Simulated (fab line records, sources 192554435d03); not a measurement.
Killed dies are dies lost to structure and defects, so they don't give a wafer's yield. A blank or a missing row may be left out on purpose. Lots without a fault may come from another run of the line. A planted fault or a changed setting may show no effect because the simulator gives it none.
Split-lot experiment | flow n5_finfet | 7 lots, 21 wafers read, on a route of 1938 steps

THE SPLIT
At N5_BEOL_M9_VIA_ETCH_34 (etches SiCOH lowk in C4F6/O2, target depth 182.4 nm, time 68.4 s), the setting source_w was moved away from the recipe's 345 W on 5 of the 21 wafers read, by -12.6% to +15.3%. The other wafers ran this setting at the recipe's value.

The reading is taken at the split's own step.

THE READING
rf_vpp_V, in V, at N5_BEOL_M9_VIA_ETCH_34 (etches SiCOH lowk in C4F6/O2, target depth 182.4 nm, time 68.4 s). Fault-free wafers of this fab line usually give 668 V, standard deviation 5.2 V.

wafer  | tool, chamber at the split | source_w as run, W | against the recipe | rf_vpp_V, V | against lot-mates on the recipe
L078.1 | rie_diel-04, 1             | 345                | recipe             | 667         | -
L078.2 | rie_diel-04, 3             | 310.4              | -10.0%             | 697         | +30
L078.6 | rie_diel-04, 2             | 310.4              | -10.0%             | 708         | +41
L079.3 | rie_diel-02, 0             | 345                | recipe             | 668         | -
L079.4 | rie_diel-02, 2             | 345                | recipe             | 661         | -
L079.5 | rie_diel-02, 1             | 345                | recipe             | 668         | -
L087.3 | rie_diel-06, 0             | 345                | recipe             | 669         | -
L087.4 | rie_diel-06, 3             | 345                | recipe             | 671         | -
L087.6 | rie_diel-06, 1             | 345                | recipe             | 677         | -
L088.4 | rie_diel-06, 2             | 345                | recipe             | 672         | -
L088.5 | rie_diel-06, 0             | 345                | recipe             | 670         | -
L088.6 | rie_diel-06, 3             | 345                | recipe             | 672         | -
L091.1 | rie_diel-06, 3             | 345                | recipe             | 670         | -
L091.3 | rie_diel-06, 2             | 345                | recipe             | 673         | -
L091.4 | rie_diel-06, 0             | 345                | recipe             | 671         | -
L093.1 | rie_diel-02, 2             | 397.8              | +15.3%             | 613         | -55
L093.3 | rie_diel-02, 1             | 345                | recipe             | 668         | -
L093.4 | rie_diel-02, 3             | 397.8              | +15.3%             | 613         | -55
L097.2 | rie_diel-02, 1             | 301.4              | -12.6%             | 716         | +54
L097.4 | rie_diel-02, 0             | 345                | recipe             | 665         | -
L097.5 | rie_diel-02, 3             | 345                | recipe             | 659         | -

THE FIT
A straight line over all 21 wafers: rf_vpp_V changes by -3.59 V for each +1% of source_w; r = -0.98; the points scatter about the line by 4.4 V.
The same after taking each lot's own level away (the mean of its wafers on the recipe; 21 wafers): -3.71 V for each +1%; r = -0.99; scatter 3.4 V.
On that fit, the largest move of source_w shifts the reading by 57 V.
The lots' own levels span 662.0 to 672.3 V, that is 2.0 times the standard deviation above.
So the lot-to-lot level changes the slope little: the two slopes agree.
Check: with one of the wafers moved furthest among these (+15.3%) left out of the fit, the line predicts -57.2 V for it against its lot-mates. It came out at -55 V against them.
Tool readings at the split's step, against how far the setting was moved: rf_vpp_V r = -0.98.

OTHER SPLITS ON THESE WAFERS
These wafers also went through other splits before the reading. Each is held against what the fit with the lots' levels taken away leaves over:
other split on the same wafers | wafers away from the commonest value | r with rf_vpp_V (lot level and that fit taken away)
N5_BEOL_M7_COAT_60 spin_rpm    | 6                                    | +0.23
N5_BEOL_M8_ETCH_61 bias_w      | 9                                    | -0.09
N5_BEOL_M8_COAT_22 spin_rpm    | 5                                    | +0.33
N5_BEOL_M8_DESCUM_33 time_s    | 7                                    | -0.23
N5_BEOL_M9_ETCH_65 bias_w      | 4                                    | +0.00

THE FILE'S OWN FIT
rf_vpp_V changes by -3.77 V for each +1% of source_w, r = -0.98.
